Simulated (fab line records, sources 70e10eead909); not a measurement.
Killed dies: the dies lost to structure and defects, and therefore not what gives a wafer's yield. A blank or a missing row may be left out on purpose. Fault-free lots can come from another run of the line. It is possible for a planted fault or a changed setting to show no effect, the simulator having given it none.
fab line records | flow nand-harc | part 1 of 2: steps 1 to 4 of 6
[record] lots = 24 wafers = 72 last-day = 33
route steps=1302 shown A_STAIRCASE@748
lots that met no fault: taken from a fault-free run of the same line
start-h: hours from the record's opening day to when the first of the lot's shown wafers began | wait-h: hours from the lot's prior step to this one | " as in the row above | L1.1+2: several wafers, shown together as one row | - either no value or no given start | * or withheld: withheld | < > ~ a bound
route shown NAME@n: NAME is a module with steps in the file, n the number in the route of the first one | usual: average and standard deviation across the fault-free wafers | same: alike in all rows | chamber/n: place in a boat | sites: per-site readings | _std_site: how widely they spread, as a standard deviation | _edge_site: outer sites' mean less inner sites' | radius-mm: how far each site lies from the wafer's centre | mask NAME#n: copy n | behind: the last tool/chamber to shape the wafer | hold: why the lot was held/for how many hours/how that ended | device: the n, p or np transistor that did not switch | end of line: tests of these same wafers at the route's end | for a step that has no rows: nothing shown but its recipe | killed: not the wafer's yield, but the dies lost to structure and defects at the first sort | map: dies across one wafer; x = killed, . = not, _ = none there
set.NAME: setting as actually run; set.NAME@STEP: the setting as run at that earlier step | model.NAME: the simulator's own value behind a step, which no gauge read
a sample of lots followed through the steps of the route, with each step as a table and each wafer as a row
services: a tool's chamber out of use, with start hour (start-h, from the record's first day; less than 0 if before it), hours out, and reason
[[steps]]
[step NHARC_A_STAIRCASE_ETCH_234]
[recipe] target-depth-a = 1000 time-s = 40.5 ion-energy-ev = 400 c4f8-flow-sccm = 20 o2-flow-sccm = 10 ar-flow-sccm = withheld rf-w = 600 bias-w = 1000 chemistry = C4F8/O2
[usual] oes-product-au = 0.944/0.012 rf-vpp-V = 897/4.6
// columns lot.wafer tool chamber start-h wait-h oes-product-au rf-hours-counter-h rf-vpp-V
L074.1 rie-diel-13 2 - - 0.930 4 897
L074.6 " 2 " " 0.928 - 896
L074.5 " 3 " " 0.951 - 898
L075.2 rie-diel-06 0 - - 0.939 20 891
L075.5 " 3 " " 0.945 - 897
L075.4 " 2 " " 0.916 - 897
L076.2 rie-diel-01 0 - - 0.943 53 905
L076.1 " 1 " " 0.924 53 895
L076.4 " 2 " " 0.943 50 894
L077.3 rie-diel-01 0 - - 0.957 1 906
L077.4 " 1 " " 0.958 1 900
L077.5 " 3 " " 0.930 - 903
L078.1 rie-diel-06 0 - - 0.938 31 892
L078.3 " 1 " " 0.947 30 886
L078.4 " 3 " " 0.950 - 896
L080.3 rie-diel-06 0 - - 0.938 35 892
L080.2 " 1 " " 0.933 34 886
L080.5 " 3 " " 0.967 - 895
L079.3 rie-diel-01 1 - - 0.932 9 899
L079.2 " 3 " " 0.945 9 904
L079.1 " 0 " " 0.928 9 905
L081.3 rie-diel-13 2 - - 0.946 29 897
L081.5 " 3 " " 0.968 - 897
L081.6 " 0 " " 0.953 - 899
L083.2 rie-diel-01 2 - - 0.951 20 893
L083.3 " 3 " " 0.942 18 903
L083.6 " 0 " " 0.939 - 904
L082.4 rie-diel-13 2 - - 0.941 40 897
L082.2 " 0 " " 0.935 41 898
L082.5 " 3 " " 0.956 - 896
L084.3 rie-diel-06 2 - - 0.929 49 896
L084.5 " 2 " " 0.924 - 897
L084.6 " 3 " " 0.951 - 895
L086.2 rie-diel-06 2 - - 0.933 50 896
L086.5 " 3 " " 0.941 - 894
L086.6 " 0 " " 0.956 - 890
L085.3 rie-diel-06 3 - - 0.955 47 896
L085.4 " 0 " " 0.951 51 890
L085.5 " 2 " " 0.932 - 895
L087.3 rie-diel-13 1 - - 0.956 50 903
L087.6 " 2 " " 0.959 - 896
L087.5 " 3 " " 0.950 - 897
L088.1 rie-diel-06 1 - - 0.929 5 906
L088.3 " 3 " " 0.935 5 894
L088.6 " 2 " " 0.925 - 896
L089.4 rie-diel-13 3 - - 0.971 60 896
L089.1 " 1 " " 0.938 58 903
L089.5 " 3 " " 0.963 - 897
L090.2 rie-diel-01 2 - - 0.936 47 894
L090.3 " 0 " " 0.934 44 904
L090.6 " 2 " " 0.941 - 893
L091.3 rie-diel-01 1 - - 0.927 44 897
L091.4 " 2 " " 0.931 55 894
L091.5 " 2 " " 0.942 - 893
L093.1 rie-diel-13 1 - - 0.956 7 903
L093.5 " 0 " " 0.958 - 898
L093.6 " 1 " " 0.945 - 903
L092.2 rie-diel-01 3 - - 0.942 53 901
L092.1 " 1 " " 0.931 44 895
L092.5 " 2 " " 0.946 - 893
L094.2 rie-diel-13 3 - - 0.956 12 895
L094.1 " 2 " " 0.945 11 897
L094.5 " 0 " " 0.939 - 897
L096.4 rie-diel-01 3 - - 0.950 3 904
L096.3 " 0 " " 0.943 3 904
L096.2 " 1 " " 0.935 5 896
L095.4 rie-diel-06 0 - - 0.946 32 890
L095.2 " 2 " " 0.933 28 895
L095.5 " 0 " " 0.957 - 890
L097.2 rie-diel-13 2 - - 0.954 21 896
L097.3 " 3 " " 0.954 18 896
L097.6 " 2 " " 0.948 - 897
[step NHARC_A_STAIRCASE_ETCH_236]
[recipe] target-depth-a = 1000 time-s = 40.5 ion-energy-ev = 400 c4f8-flow-sccm = 20 o2-flow-sccm = 10 ar-flow-sccm = withheld rf-w = 600 bias-w = 1000 chemistry = C4F8/O2
[usual] oes-product-au = 0.943/0.012 rf-vpp-V = 897/4.6
// columns lot.wafer tool chamber start-h wait-h oes-product-au rf-hours-counter-h rf-vpp-V
L074.1 rie-diel-13 3 - - 0.950 3 898
L074.5 " 1 " " 0.933 - 904
L074.6 " 2 " " 0.935 - 898
L075.2 rie-diel-06 2 - - 0.920 22 898
L075.4 " 0 " " 0.938 - 892
L075.5 " 3 " " 0.940 - 896
L076.1 rie-diel-01 1 - - 0.939 54 897
L076.2 " 2 " " 0.937 51 895
L076.4 " 2 " " 0.927 - 897
L077.3 rie-diel-01 2 - - 0.941 1 895
L077.4 " 3 " " 0.946 1 905
L077.5 " 1 " " 0.955 - 898
L078.3 rie-diel-06 0 - - 0.929 31 892
L078.1 " 1 " " 0.943 30 886
L078.4 " 3 " " 0.933 - 896
L080.2 rie-diel-06 3 - - 0.960 29 897
L080.3 " 0 " " 0.956 35 892
L080.5 " 0 " " 0.942 - 891
L079.3 rie-diel-01 1 - - 0.921 9 898
L079.2 " 2 " " 0.932 9 895
L079.1 " 3 " " 0.940 9 903
L081.3 rie-diel-13 3 - - 0.947 32 897
L081.6 " 3 " " 0.953 - 896
L081.5 " 0 " " 0.956 - 897
L083.2 rie-diel-01 3 - - 0.936 18 904
L083.3 " 0 " " 0.944 18 903
L083.6 " 0 " " 0.939 - 905
L082.4 rie-diel-13 0 - - 0.930 41 899
L082.2 " 2 " " 0.945 40 896
L082.5 " 0 " " 0.921 - 899
L084.3 rie-diel-06 1 - - 0.939 47 886
L084.6 " 3 " " 0.951 - 895
L084.5 " 0 " " 0.959 - 892
L086.2 rie-diel-06 3 - - 0.944 45 896
L086.6 " 2 " " 0.936 - 897
L086.5 " 3 " " 0.951 - 894
L085.4 rie-diel-06 1 - - 0.938 51 886
L085.3 " 2 " " 0.939 52 897
L085.5 " 1 " " 0.927 - 886
L087.3 rie-diel-13 0 - - 0.931 53 899
L087.6 " 2 " " 0.973 - 896
L087.5 " 3 " " 0.956 - 897
L088.1 rie-diel-06 1 - - 0.939 5 906
L088.3 " 2 " " 0.943 5 896
L088.6 " 0 " " 0.956 - 890
L089.1 rie-diel-13 2 - - 0.958 58 896
L089.4 " 3 " " 0.979 60 898
L089.5 " 1 " " 0.944 - 903
L090.3 rie-diel-01 2 - - 0.937 47 894
L090.2 " 0 " " 0.930 44 903
L090.6 " 1 " " 0.922 - 897
L091.3 rie-diel-01 2 - - 0.957 56 893
L091.4 " 3 " " 0.936 53 903
L091.5 " 2 " " 0.956 - 893
L093.1 rie-diel-13 1 - - 0.954 7 902
L093.5 " 2 " " 0.952 - 895
L093.6 " 3 " " 0.953 - 896
L092.2 rie-diel-01 1 - - 0.925 44 896
L092.1 " 2 " " 0.942 56 894
L092.5 " 0 " " 0.946 - 904
L094.1 rie-diel-13 2 - - 0.948 11 896
L094.2 " 3 " " 0.950 12 898
L094.5 " 1 " " 0.942 - 903
L096.2 rie-diel-01 2 - - 0.948 5 894
L096.4 " 3 " " 0.957 3 902
L096.3 " 0 " " 0.936 4 902
L095.4 rie-diel-06 3 - - 0.931 30 895
L095.2 " 0 " " 0.956 32 890
L095.5 " 1 " " 0.934 - 905
L097.2 rie-diel-13 1 - - 0.935 20 901
L097.3 " 3 " " 0.955 18 897
L097.6 " 3 " " 0.963 - 895
[step NHARC_A_STAIRCASE_HM_DEP_456]
[recipe] target-thk-a = 31000 temp-c = 400 material = aC
[usual] throttle-valve-pct = 35.001/0.0089
// columns lot.wafer tool chamber start-h wait-h throttle-valve-pct
L074.1 acl-dep-02 0 366.16 - 34.999
L074.5 " 0 367.39 - 34.999
L074.6 " 0 " " 35.002
L076.1 acl-dep-02 0 378.05 - 35.000
L076.2 " 0 " " 34.994
L076.4 " 0 " " 35.000
L075.2 acl-dep-03 0 378.20 - 35.009
L075.4 " 0 " " 35.013
L075.5 " 0 " " 35.004
L077.3 acl-dep-03 0 395.98 - 35.015
L077.4 " 0 " " 35.006
L077.5 " 0 " " 35.006
L078.1 acl-dep-03 0 404.96 - 34.998
L078.3 " 0 " " 35.011
L078.4 " 0 " " 35.010
L080.2 acl-dep-02 0 421.68 - 34.974
L080.3 " 0 " " 34.992
L080.5 " 0 " " 34.999
L079.1 acl-dep-01 0 421.71 - 35.005
L079.2 " 0 " " 35.003
L079.3 " 0 " " 34.992
L081.3 acl-dep-01 0 446.07 - 35.002
L081.5 " 0 " " 35.012
L081.6 " 0 " " 35.015
L083.2 acl-dep-02 0 461.51 - 35.004
L083.3 " 0 " " 34.993
L083.6 " 0 " " 35.000
L082.2 acl-dep-02 0 463.32 - 35.003
L082.4 " 0 " " 35.004
L082.5 " 0 " " 34.991
L084.3 acl-dep-01 0 476.78 - 35.017
L084.5 " 0 " " 34.995
L084.6 " 0 " " 35.008
L086.2 acl-dep-01 0 480.06 - 35.014
L086.5 " 0 " " 34.991
L086.6 " 0 " " 34.999
L085.3 acl-dep-01 0 487.67 - 34.984
L085.4 " 0 " " 35.012
L085.5 " 0 " " 35.016
L087.3 acl-dep-02 0 489.84 - 34.997
L087.5 " 0 " " 35.009
L087.6 " 0 " " 34.988
L088.1 acl-dep-02 0 513.97 - 34.999
L088.3 " 0 " " 35.011
L088.6 " 0 " " 35.001
L089.1 acl-dep-03 0 514.39 - 35.001
L089.4 " 0 " " 35.007
L089.5 " 0 " " 34.998
L090.2 acl-dep-02 0 528.05 - 35.018
L090.3 " 0 " " 35.005
L090.6 " 0 " " 34.997
L093.1 acl-dep-03 0 546.73 - 35.000
L093.5 " 0 547.97 - 34.993
L093.6 " 0 " " 34.993
L091.3 acl-dep-01 0 547.04 - 34.996
L091.4 " 0 " " 35.001
L091.5 " 0 " " 35.009
L092.1 acl-dep-02 0 547.64 - 35.008
L092.2 " 0 " " 35.006
L092.5 " 0 " " 35.007
L094.1 acl-dep-02 0 560.05 - 35.002
L094.2 " 0 " " 35.000
L094.5 " 0 " " 35.015
L096.2 acl-dep-02 0 582.10 - 35.002
L096.3 " 0 " " 35.005
L096.4 " 0 " " 35.000
L095.2 acl-dep-03 0 582.47 - 35.010
L095.4 " 0 " " 35.010
L095.5 " 0 " " 35.003
L097.2 acl-dep-03 0 591.77 - 34.986
L097.3 " 0 " " 34.992
L097.6 " 0 " " 35.005
[step NHARC_A_STAIRCASE_DESCUM_270]
[recipe] time-s = 3 o2-flow-sccm = 200 ar-flow-sccm = 0 bias-power-w = 0 chemistry = O2
[usual] drypump-motor-current-A = 5.7/0.34 oes-product-au = 0.999/0.01 rf-vpp-V = 57.8/0.87 showerhead-plenum-p-Torr = 1.94/0.073 throttle-valve-pct = 11.312/0.0089
[same] bias-power-w = 0
// columns lot.wafer tool chamber start-h wait-h drypump-motor-current-A oes-product-au rf-hours-counter-h rf-vpp-V showerhead-plenum-p-Torr throttle-valve-pct
L074.1 rie-diel-01 3 369.02 - 6.1 1.002 50 58.6 2.04 11.305
L074.6 " 2 " " 5.5 0.984 - 56.6 1.90 11.326
L074.5 " 3 " " 6.1 0.999 - 58.2 2.04 11.324
L075.2 rie-diel-13 1 380.73 - 5.9 0.993 10 58.3 2.04 11.292
L075.4 " 0 " " 5.3 0.980 10 57.2 1.96 11.297
L075.5 " 2 " " 5.5 0.990 - 56.6 1.93 11.302
L076.4 rie-diel-06 1 380.90 - 5.5 0.994 25 58.0 1.77 11.315
L076.1 " 2 " " 6.3 0.982 24 59.0 1.93 11.317
L076.2 " 3 " " 5.3 1.005 18 56.8 1.91 11.316
L077.4 rie-diel-01 3 398.33 - 6.1 1.011 3 58.6 2.04 11.304
L077.3 " 0 " " 5.4 1.000 3 57.5 2.06 11.316
L077.5 " 2 " " 5.5 1.006 - 58.1 1.89 11.314
L078.3 rie-diel-13 0 407.68 - 5.3 0.987 22 57.3 1.95 11.314
L078.4 " 2 " " 5.5 1.017 21 57.8 1.93 11.319
L078.1 " 3 " " 5.9 1.010 22 59.0 1.93 11.302
L080.3 rie-diel-01 1 424.22 - 6.0 1.000 9 56.4 1.93 11.310
L080.2 " 2 " " 5.5 0.990 9 56.5 1.89 11.296
L080.5 " 3 " " 6.1 0.990 - 56.9 2.04 11.307
L079.3 rie-diel-06 2 424.57 - 6.3 0.984 33 57.8 1.92 11.312
L079.2 " 3 " " 5.3 1.002 30 57.6 1.91 11.312
L079.1 " 0 " " 5.2 1.006 36 56.8 1.84 11.301
L081.3 rie-diel-06 3 448.32 - 5.2 1.006 37 56.9 1.90 11.309
L081.6 " 0 " " 5.2 0.997 - 56.7 1.83 11.307
L081.5 " 3 " " 5.3 0.996 - 56.5 1.90 11.318
L083.2 rie-diel-06 3 464.02 - 5.3 0.999 41 58.1 1.90 11.311
L083.3 " 2 " " 6.2 0.984 46 57.4 1.92 11.302
L083.6 " 3 " " 5.3 1.003 - 57.1 1.90 11.314
L082.4 rie-diel-13 2 465.84 - 5.5 1.018 42 58.9 1.92 11.304
L082.2 " 3 " " 5.9 1.013 44 58.3 1.93 11.324
L082.5 " 1 " " 5.9 1.017 - 58.2 2.03 11.304
L084.3 rie-diel-13 0 478.89 - 5.3 1.001 48 57.9 1.95 11.318
L084.5 " 2 " " 5.5 1.007 - 57.1 1.92 11.316
L084.6 " 3 " " 5.9 1.006 - 57.0 1.93 11.301
L086.2 rie-diel-01 2 482.62 - 5.5 0.994 33 56.8 1.88 11.316
L086.6 " 0 " " 5.4 1.001 - 58.4 2.05 11.318
L086.5 " 2 " " 5.5 0.986 - 57.5 1.88 11.318
L085.4 rie-diel-13 1 489.91 - 5.9 1.001 52 58.6 2.03 11.284
L085.3 " 2 " " 5.5 1.014 53 56.9 1.92 11.330
L085.5 " 3 " " 5.9 1.005 - 57.0 1.92 11.309
L087.3 rie-diel-13 0 492.26 - 5.3 1.000 55 56.2 1.94 11.311
L087.6 " 1 " " 5.9 0.998 - 56.9 2.02 11.321
L087.5 " 2 " " 5.5 1.011 - 58.9 1.92 11.320
L088.3 rie-diel-13 1 516.87 - 5.9 0.999 58 57.8 2.02 11.308
L088.1 " 2 " " 5.5 1.004 59 57.9 1.92 11.323
L088.6 " 3 " " 5.9 1.022 - 59.2 1.92 11.310
L089.4 rie-diel-01 1 517.25 - 6.0 0.994 33 59.4 1.92 11.310
L089.1 " 3 " " 6.1 0.998 40 59.2 2.03 11.326
L089.5 " 1 " " 6.0 0.986 - 58.0 1.92 11.326
L090.2 rie-diel-06 3 530.61 - 5.3 1.000 10 57.8 1.90 11.324
L090.3 " 1 " " 5.6 1.002 13 57.8 2.07 11.304
L090.6 " 2 " " 6.3 0.986 - 56.5 1.91 11.329
L091.4 rie-diel-13 3 549.26 - 5.9 1.011 10 57.0 1.92 11.319
L091.3 " 2 " " 5.5 1.004 10 57.2 1.91 11.310
L091.5 " 3 " " 5.9 1.018 - 57.0 1.92 11.304
L093.1 rie-diel-06 0 549.59 - 5.3 1.012 23 57.6 1.82 11.313
L093.6 " 0 " " 5.3 1.010 - 57.4 1.82 11.317
L093.5 " 1 " " 5.6 1.001 - 58.8 2.07 11.328
L092.2 rie-diel-01 0 550.47 - 5.4 0.995 59 59.3 2.04 11.302
L092.1 " 1 " " 6.0 0.984 49 56.9 1.92 11.310
L092.5 " 0 " " 5.4 0.988 - 57.7 2.04 11.317
L094.2 rie-diel-13 2 562.74 - 5.5 1.005 12 58.1 1.91 11.321
L094.1 " 0 " " 5.2 0.998 12 59.1 1.94 11.310
L094.5 " 2 " " 5.5 0.992 - 57.5 1.91 11.302
L096.4 rie-diel-06 0 584.50 - 5.3 1.013 34 58.4 1.82 11.315
L096.2 " 1 " " 5.6 0.988 32 57.3 2.07 11.308
L096.3 " 2 " " 6.2 0.987 30 58.5 1.91 11.326
L095.2 rie-diel-06 2 585.00 - 6.3 1.003 31 57.2 1.91 11.317
L095.4 " 0 " " 5.3 1.004 34 58.1 1.82 11.307
L095.5 " 2 " " 6.3 0.996 - 57.9 1.91 11.324
L097.2 rie-diel-01 0 594.30 - 5.4 0.987 9 56.8 2.03 11.314
L097.3 " 2 " " 5.5 0.994 12 58.5 1.87 11.314
L097.6 " 0 " " 5.4 1.000 - 56.2 2.03 11.297
